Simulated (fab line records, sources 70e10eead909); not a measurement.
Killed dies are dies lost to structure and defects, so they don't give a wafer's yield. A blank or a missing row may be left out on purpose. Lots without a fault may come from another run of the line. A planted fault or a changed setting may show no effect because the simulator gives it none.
Which tool did it? | flow nand_harc | 24 lots, 72 wafers sampled, at 6 steps of a route of 1159

WHAT THE GAUGES READ, wafer by wafer
The record holds no reading of a measuring or inspecting step that can be judged against a usual standard deviation.

WHICH TOOL RAN EACH LOT (tool, then ch and the chambers of the sampled wafers, then the start)
lot  | NHARC_P_M1_DESCUM_14               | NHARC_P_M1_STRIP_18                | NHARC_P_M1_PRE_CLEAN_32         | NHARC_P_M2_PVD_20                       | NHARC_P_M2_ANNEAL_31             | NHARC_P_BONDPAD_DEGAS_25
L075 | rie_diel-13 ch 0,2, day 6 03:34    | rie_diel-13 ch 0,2, day 6 03:58    | pecvd-03 ch 1,2, day 6 06:20    | pvd_sputter-01, day 6 09:46 or earlier  | rtp_anneal-01 ch 0, day 6 09:46  | pvd_sputter-01, day 6 13:27
L074 | rie_diel-08 ch 0,2,3, day 6 04:18  | rie_diel-13 ch 1,2,3, day 6 04:41  | pecvd-04 ch 1,2, day 6 06:58    | pvd_sputter-02, day 6 10:19 or earlier  | rtp_anneal-02 ch 0, day 6 10:19  | pvd_sputter-03, day 6 14:05
L077 | rie_diel-13 ch 0,1, day 6 17:03    | rie_diel-01 ch 1,2,3, day 6 17:31  | pecvd-04 ch 0,1,2, day 6 19:46  | pvd_sputter-01, day 6 23:01 or earlier  | rtp_anneal-02 ch 0, day 6 23:01  | pvd_sputter-03, day 7 02:38
L078 | rie_diel-13 ch 0,2,3, day 6 21:46  | rie_diel-08 ch 0,1, day 6 22:08    | pecvd-03 ch 1,2, day 7 00:29    | pvd_sputter-01, day 7 03:50 or earlier  | rtp_anneal-01 ch 0, day 7 03:50  | pvd_sputter-03, day 7 07:44
L076 | rie_diel-13 ch 0,1,2, day 7 01:25  | rie_diel-08 ch 0,3, day 7 01:47    | pecvd-04 ch 1,2, day 7 04:05    | pvd_sputter-02, day 7 07:29 or earlier  | rtp_anneal-01 ch 0, day 7 07:29  | pvd_sputter-01, day 7 11:09
L080 | rie_diel-13 ch 0,2, day 7 04:31    | rie_diel-08 ch 1,2, day 7 04:53    | pecvd-03 ch 0,1, day 7 07:10    | pvd_sputter-03, day 7 10:33 or earlier  | rtp_anneal-02 ch 0, day 7 10:33  | pvd_sputter-03, day 7 14:17
L079 | rie_diel-01 ch 0,2,3, day 7 05:16  | rie_diel-08 ch 0,2,3, day 7 05:42  | pecvd-04 ch 0,2, day 7 07:56    | pvd_sputter-02, day 7 11:23 or earlier  | rtp_anneal-02 ch 0, day 7 11:23  | pvd_sputter-03, day 7 15:08
L081 | rie_diel-08 ch 1,2,3, day 7 21:56  | rie_diel-01 ch 0,1,2, day 7 22:20  | pecvd-03 ch 0,1,2, day 8 00:35  | pvd_sputter-03, day 8 04:16 or earlier  | rtp_anneal-02 ch 0, day 8 04:16  | pvd_sputter-03, day 8 07:54
L082 | rie_diel-08 ch 2,3, day 7 23:13    | rie_diel-01 ch 2,3, day 7 23:37    | pecvd-02 ch 0,1,2, day 8 01:53  | pvd_sputter-03, day 8 05:10 or earlier  | rtp_anneal-02 ch 0, day 8 05:10  | pvd_sputter-02, day 8 08:47
L083 | rie_diel-13 ch 0,1,2, day 7 23:49  | rie_diel-08 ch 0,1,3, day 8 00:13  | pecvd-02 ch 1,2, day 8 02:29    | pvd_sputter-03, day 8 05:49 or earlier  | rtp_anneal-01 ch 0, day 8 05:49  | pvd_sputter-01, day 8 09:30
L085 | rie_diel-01 ch 0,1,2, day 8 12:53  | rie_diel-01 ch 0,3, day 8 13:16    | pecvd-04 ch 0,1,2, day 8 16:14  | pvd_sputter-02, day 8 19:35 or earlier  | rtp_anneal-01 ch 0, day 8 19:35  | pvd_sputter-03, day 8 23:17
L084 | rie_diel-13 ch 0,2,3, day 8 13:34  | rie_diel-01 ch 0,2,3, day 8 13:56  | pecvd-02 ch 0,1,2, day 8 16:44  | pvd_sputter-01, day 8 20:05 or earlier  | rtp_anneal-02 ch 0, day 8 20:05  | pvd_sputter-01, day 8 23:50
L087 | rie_diel-13 ch 2,3, day 9 07:01    | rie_diel-01 ch 1,2, day 9 07:23    | pecvd-02 ch 1,2, day 9 09:42    | pvd_sputter-02, day 9 13:13 or earlier  | rtp_anneal-01 ch 0, day 9 13:13  | pvd_sputter-01, day 9 17:19
L086 | rie_diel-08 ch 0,1,2, day 9 08:03  | rie_diel-13 ch 0,3, day 9 08:26    | pecvd-02 ch 0,1, day 9 10:48    | pvd_sputter-01, day 9 14:07 or earlier  | rtp_anneal-02 ch 0, day 9 14:07  | pvd_sputter-02, day 9 17:49
L088 | rie_diel-08 ch 0,1,2, day 10 01:45 | rie_diel-01 ch 0,1, day 10 02:11   | pecvd-03 ch 1,2, day 10 04:28   | pvd_sputter-03, day 10 08:16 or earlier | rtp_anneal-02 ch 0, day 10 08:16 | pvd_sputter-01, day 10 11:58
L089 | rie_diel-13 ch 1,2,3, day 10 02:43 | rie_diel-08 ch 1,3, day 10 03:06   | pecvd-02 ch 0,1, day 10 05:22   | pvd_sputter-01, day 10 08:47 or earlier | rtp_anneal-02 ch 0, day 10 08:47 | pvd_sputter-03, day 10 12:38
L090 | rie_diel-13 ch 0,1,3, day 10 03:16 | rie_diel-13 ch 0,3, day 10 03:38   | pecvd-03 ch 0,2, day 10 05:56   | pvd_sputter-02, day 10 09:17 or earlier | rtp_anneal-01 ch 0, day 10 09:17 | pvd_sputter-02, day 10 13:03
L091 | rie_diel-01 ch 0,1,2, day 10 09:40 | rie_diel-13 ch 0,2, day 10 10:02   | pecvd-03 ch 0,2, day 10 12:19   | pvd_sputter-03, day 10 15:43 or earlier | rtp_anneal-02 ch 0, day 10 15:43 | pvd_sputter-01, day 10 19:19
L093 | rie_diel-08 ch 1,2, day 10 10:02   | rie_diel-08 ch 2,3, day 10 10:25   | pecvd-02 ch 0,1,2, day 10 12:41 | pvd_sputter-01, day 10 16:03 or earlier | rtp_anneal-01 ch 0, day 10 16:03 | pvd_sputter-02, day 10 19:51
L092 | rie_diel-01 ch 0,1,3, day 10 10:22 | rie_diel-13 ch 1,2,3, day 10 10:44 | pecvd-04 ch 1,2, day 10 13:01   | pvd_sputter-03, day 10 16:26 or earlier | rtp_anneal-02 ch 0, day 10 16:26 | pvd_sputter-02, day 10 20:17
L094 | rie_diel-13 ch 0,1,3, day 11 00:59 | rie_diel-08 ch 1,3, day 11 01:23   | pecvd-02 ch 0,1,2, day 11 03:45 | pvd_sputter-02, day 11 07:05 or earlier | rtp_anneal-02 ch 0, day 11 07:05 | pvd_sputter-02, day 11 10:50
L095 | rie_diel-08 ch 1,2, day 11 03:22   | rie_diel-08 ch 0,2,3, day 11 03:45 | pecvd-02 ch 1,2, day 11 06:14   | pvd_sputter-03, day 11 09:59 or earlier | rtp_anneal-01 ch 0, day 11 09:59 | pvd_sputter-02, day 11 13:43
L096 | rie_diel-13 ch 0,3, day 11 11:29   | rie_diel-08 ch 0,1,2, day 11 11:55 | pecvd-02 ch 0,1, day 11 14:13   | pvd_sputter-02, day 11 17:41 or earlier | rtp_anneal-01 ch 0, day 11 17:41 | pvd_sputter-03, day 11 21:47
L097 | rie_diel-01 ch 0,2,3, day 11 19:49 | rie_diel-08 ch 0,2,3, day 11 20:13 | pecvd-03 ch 0,2, day 11 22:29   | pvd_sputter-03, day 12 02:18 or earlier | rtp_anneal-01 ch 0, day 12 02:18 | pvd_sputter-01, day 12 05:52
- NHARC_P_M1_DESCUM_14: chemistry O2, time 3 s.
- NHARC_P_M1_STRIP_18: strips in N2/H2.
- NHARC_P_M1_PRE_CLEAN_32: time 12 s.
- NHARC_P_M2_PVD_20: deposits TaN, target thk 5 nm, time 8.06 s.
- NHARC_P_M2_ANNEAL_31: time 90 s.
- NHARC_P_BONDPAD_DEGAS_25: time 60 s.

WHAT THE TOOLS THEMSELVES READ (means of the sampled wafers that have a number; where no wafer has one, the mark that the record gives instead)
NHARC_P_M1_DESCUM_14. Usual: drypump_motor_current_A 5.6 A, standard deviation 0.45; oes_product_au 0.996 a.u., standard deviation 0.013; rf_vpp_V 57.8 V, standard deviation 0.82; showerhead_plenum_p_Torr 1.92 Torr, standard deviation 0.077; throttle_valve_pct 11.312 %, standard deviation 0.0097.
lot  | tool        | drypump_motor_current_A (A) | oes_product_au (a.u.) | rf_vpp_V (V) | showerhead_plenum_p_Torr (Torr) | throttle_valve_pct (%) | flag
L075 | rie_diel-13 | 5.5                         | 0.993                 | 57.3         | 2.03                            | 11.309                 |
L074 | rie_diel-08 | 6.1                         | 1.007                 | 57.0         | 1.92                            | 11.318                 |
L077 | rie_diel-13 | 5.7                         | 0.983                 | 57.4         | 1.94                            | 11.326                 |
L078 | rie_diel-13 | 5.4                         | 0.997                 | 57.5         | 1.99                            | 11.307                 |
L076 | rie_diel-13 | 5.4                         | 0.982                 | 58.6         | 1.96                            | 11.312                 |
L080 | rie_diel-13 | 5.5                         | 1.000                 | 58.3         | 2.03                            | 11.310                 |
L079 | rie_diel-01 | 5.8                         | 1.006                 | 57.6         | 1.91                            | 11.307                 |
L081 | rie_diel-08 | 5.9                         | 0.998                 | 58.0         | 1.86                            | 11.312                 |
L082 | rie_diel-08 | 6.2                         | 0.998                 | 57.8         | 1.85                            | 11.321                 |
L083 | rie_diel-13 | 5.4                         | 0.990                 | 57.3         | 1.96                            | 11.300                 |
L085 | rie_diel-01 | 5.7                         | 0.996                 | 57.5         | 1.90                            | 11.318                 |
L084 | rie_diel-13 | 5.4                         | 0.996                 | 58.3         | 1.99                            | 11.304                 |
L087 | rie_diel-13 | 5.2                         | 0.996                 | 58.5         | 1.97                            | 11.319                 |
L086 | rie_diel-08 | 5.8                         | 1.001                 | 57.7         | 1.88                            | 11.317                 |
L088 | rie_diel-08 | 5.8                         | 1.003                 | 57.7         | 1.88                            | 11.316                 |
L089 | rie_diel-13 | 5.2                         | 0.994                 | 57.6         | 1.95                            | 11.304                 |
L090 | rie_diel-13 | 5.4                         | 0.984                 | 57.6         | 1.92                            | 11.301                 |
L091 | rie_diel-01 | 5.8                         | 0.999                 | 56.8         | 1.90                            | 11.314                 |
L093 | rie_diel-08 | 5.9                         | 1.004                 | 57.3         | 1.80                            | 11.305                 |
L092 | rie_diel-01 | 5.5                         | 0.998                 | 57.6         | 1.88                            | 11.311                 |
L094 | rie_diel-13 | 5.4                         | 0.988                 | 57.8         | 1.92                            | 11.311                 |
L095 | rie_diel-08 | 5.9                         | 1.004                 | 57.3         | 1.80                            | 11.311                 |
L096 | rie_diel-13 | 5.3                         | 0.999                 | 57.6         | 1.95                            | 11.321                 |
L097 | rie_diel-01 | 5.8                         | 1.005                 | 57.5         | 1.91                            | 11.318                 |

NHARC_P_M1_STRIP_18. Usual: drypump_motor_current_A 5.7 A, standard deviation 0.49; oes_product_au 0.998 a.u., standard deviation 0.013; rf_vpp_V 90.6 V, standard deviation 0.82; showerhead_plenum_p_Torr 2.03 Torr, standard deviation 0.083; throttle_valve_pct 14.169 %, standard deviation 0.0083.
lot  | tool        | drypump_motor_current_A (A) | oes_product_au (a.u.) | rf_vpp_V (V) | showerhead_plenum_p_Torr (Torr) | throttle_valve_pct (%) | flag
L075 | rie_diel-13 | 5.5                         | 1.000                 | 91.3         | 2.16                            | 14.169                 |
L074 | rie_diel-13 | 5.2                         | 0.998                 | 90.6         | 2.08                            | 14.170                 |
L077 | rie_diel-01 | 5.9                         | 0.995                 | 90.5         | 1.99                            | 14.174                 |
L078 | rie_diel-08 | 5.7                         | 1.010                 | 90.3         | 2.08                            | 14.177                 |
L076 | rie_diel-08 | 6.2                         | 0.995                 | 90.6         | 2.10                            | 14.173                 |
L080 | rie_diel-08 | 5.9                         | 1.004                 | 89.4         | 1.92                            | 14.173                 |
L079 | rie_diel-08 | 6.1                         | 0.996                 | 90.0         | 2.04                            | 14.167                 |
L081 | rie_diel-01 | 5.7                         | 1.004                 | 90.9         | 2.02                            | 14.175                 |
L082 | rie_diel-01 | 6.3                         | 0.982                 | 90.2         | 2.02                            | 14.162                 |
L083 | rie_diel-08 | 5.8                         | 0.999                 | 91.0         | 2.06                            | 14.162                 |
L085 | rie_diel-01 | 5.3                         | 1.013                 | 90.7         | 2.05                            | 14.174                 |
L084 | rie_diel-01 | 5.8                         | 1.002                 | 90.8         | 2.04                            | 14.179                 |
L087 | rie_diel-01 | 5.9                         | 0.985                 | 90.6         | 1.98                            | 14.167                 |
L086 | rie_diel-13 | 5.6                         | 0.987                 | 89.8         | 2.09                            | 14.160                 |
L088 | rie_diel-01 | 5.3                         | 1.012                 | 90.2         | 2.04                            | 14.171                 |
L089 | rie_diel-08 | 6.1                         | 1.004                 | 91.4         | 2.03                            | 14.167                 |
L090 | rie_diel-13 | 5.6                         | 0.984                 | 91.3         | 2.09                            | 14.167                 |
L091 | rie_diel-13 | 5.7                         | 0.987                 | 90.9         | 2.14                            | 14.169                 |
L093 | rie_diel-08 | 6.3                         | 0.996                 | 90.3         | 2.02                            | 14.175                 |
L092 | rie_diel-13 | 5.2                         | 0.988                 | 91.0         | 2.07                            | 14.175                 |
L094 | rie_diel-08 | 6.0                         | 0.995                 | 91.0         | 2.03                            | 14.169                 |
L095 | rie_diel-08 | 6.1                         | 1.001                 | 90.8         | 2.04                            | 14.163                 |
L096 | rie_diel-08 | 5.8                         | 1.005                 | 90.5         | 2.00                            | 14.162                 |
L097 | rie_diel-08 | 6.1                         | 0.996                 | 90.5         | 2.04                            | 14.165                 |

NHARC_P_M1_PRE_CLEAN_32. Usual: heater_power_w 628 W, standard deviation 80.
lot  | tool     | heater_power_w (W) | flag
L075 | pecvd-03 | 747                |
L074 | pecvd-04 | 612                |
L077 | pecvd-04 | 596                |
L078 | pecvd-03 | 709                |
L076 | pecvd-04 | 669                |
L080 | pecvd-03 | 706                |
L079 | pecvd-04 | 540                |
L081 | pecvd-03 | 719                |
L082 | pecvd-02 | 588                |
L083 | pecvd-02 | 544                |
L085 | pecvd-04 | 578                |
L084 | pecvd-02 | 600                |
L087 | pecvd-02 | 626                |
L086 | pecvd-02 | 621                |
L088 | pecvd-03 | 700                |
L089 | pecvd-02 | 614                |
L090 | pecvd-03 | 758                |
L091 | pecvd-03 | 746                |
L093 | pecvd-02 | 577                |
L092 | pecvd-04 | 554                |
L094 | pecvd-02 | 578                |
L095 | pecvd-02 | 561                |
L096 | pecvd-02 | 616                |
L097 | pecvd-03 | 688                |

NHARC_P_M2_PVD_20. Usual: bias_v 168.6 V, standard deviation 1.6; throttle_valve_pct 30.2 %, standard deviation 1.5.
lot  | tool           | bias_v (V) | throttle_valve_pct (%) | flag
L075 | pvd_sputter-01 | 167.5      | 28.9                   |
L074 | pvd_sputter-02 | 170.1      | 30.1                   |
L077 | pvd_sputter-01 | 169.4      | 29.8                   |
L078 | pvd_sputter-01 | 168.9      | 28.9                   |
L076 | pvd_sputter-02 | 170.5      | 30.5                   |
L080 | pvd_sputter-03 | 168.0      | 30.8                   |
L079 | pvd_sputter-02 | 169.0      | 30.5                   |
L081 | pvd_sputter-03 | 170.1      | 29.8                   |
L082 | pvd_sputter-03 | 168.8      | 31.3                   |
L083 | pvd_sputter-03 | 168.3      | 30.9                   |
L085 | pvd_sputter-02 | 169.7      | 30.7                   |
L084 | pvd_sputter-01 | 169.0      | 29.4                   |
L087 | pvd_sputter-02 | 166.5      | 30.2                   |
L086 | pvd_sputter-01 | 168.4      | 28.3                   |
L088 | pvd_sputter-03 | 167.2      | 29.4                   |
L089 | pvd_sputter-01 | 169.8      | 28.0                   |
L090 | pvd_sputter-02 | 167.8      | 31.0                   |
L091 | pvd_sputter-03 | 167.9      | 31.4                   |
L093 | pvd_sputter-01 | 169.0      | 29.3                   |
L092 | pvd_sputter-03 | 168.6      | 31.1                   |
L094 | pvd_sputter-02 | 168.4      | 30.6                   |
L095 | pvd_sputter-03 | 167.6      | 32.2                   |
L096 | pvd_sputter-02 | 169.9      | 31.0                   |
L097 | pvd_sputter-03 | 168.8      | 31.0                   |

NHARC_P_M2_ANNEAL_31. Usual: wafer_temp_C_max 226.2, standard deviation 0.46.
lot  | tool          | wafer_temp_C_max | flag
L075 | rtp_anneal-01 | 226.1            |
L074 | rtp_anneal-02 | 226.2            |
L077 | rtp_anneal-02 | 226.4            |
L078 | rtp_anneal-01 | 225.6            |
L076 | rtp_anneal-01 | 225.7            |
L080 | rtp_anneal-02 | 226.2            |
L079 | rtp_anneal-02 | 226.4            |
L081 | rtp_anneal-02 | 226.7            |
L082 | rtp_anneal-02 | 226.3            |
L083 | rtp_anneal-01 | 225.8            |
L085 | rtp_anneal-01 | 226.0            |
L084 | rtp_anneal-02 | 226.3            |
L087 | rtp_anneal-01 | 226.1            |
L086 | rtp_anneal-02 | 226.5            |
L088 | rtp_anneal-02 | 227.0            |
L089 | rtp_anneal-02 | 226.3            |
L090 | rtp_anneal-01 | 225.6            |
L091 | rtp_anneal-02 | 226.9            |
L093 | rtp_anneal-01 | 225.8            |
L092 | rtp_anneal-02 | 226.8            |
L094 | rtp_anneal-02 | 226.4            |
L095 | rtp_anneal-01 | 226.0            |
L096 | rtp_anneal-01 | 225.7            |
L097 | rtp_anneal-01 | 225.7            |

NHARC_P_BONDPAD_DEGAS_25. Usual: heater_power_w 462 W, standard deviation 41.
lot  | tool           | heater_power_w (W) | flag
L075 | pvd_sputter-01 | 425                |
L074 | pvd_sputter-03 | 458                |
L077 | pvd_sputter-03 | 478                |
L078 | pvd_sputter-03 | 463                |
L076 | pvd_sputter-01 | 425                |
L080 | pvd_sputter-03 | 472                |
L079 | pvd_sputter-03 | 453                |
L081 | pvd_sputter-03 | 460                |
L082 | pvd_sputter-02 | 440                |
L083 | pvd_sputter-01 | 431                |
L085 | pvd_sputter-03 | 465                |
L084 | pvd_sputter-01 | 445                |
L087 | pvd_sputter-01 | 447                |
L086 | pvd_sputter-02 | 442                |
L088 | pvd_sputter-01 | 462                |
L089 | pvd_sputter-03 | 459                |
L090 | pvd_sputter-02 | 480                |
L091 | pvd_sputter-01 | 444                |
L093 | pvd_sputter-02 | 473                |
L092 | pvd_sputter-02 | 481                |
L094 | pvd_sputter-02 | 434                |
L095 | pvd_sputter-02 | 397                |
L096 | pvd_sputter-03 | 450                |
L097 | pvd_sputter-01 | 486                |

THE ANSWER, worked out from the rows above alone
Rule: a lot is off if the mean of its wafers that have a number lies more than 3 standard deviations from the usual mean. A lot without any number at a reading at which 4 lots or more have one is off too. The other lots that the step has rows for count as sound. The gauges are gone through in route order, then the tools' own readings, and for those a lot's mean is taken as printed above. The first step at which some lot is off is used, and at that step the reading that is off furthest; a lot without a number counts as furthest.
No lot is off at any reading shown: from this, nothing can be told.

WHAT THE SIMULATOR HAD PUT IN
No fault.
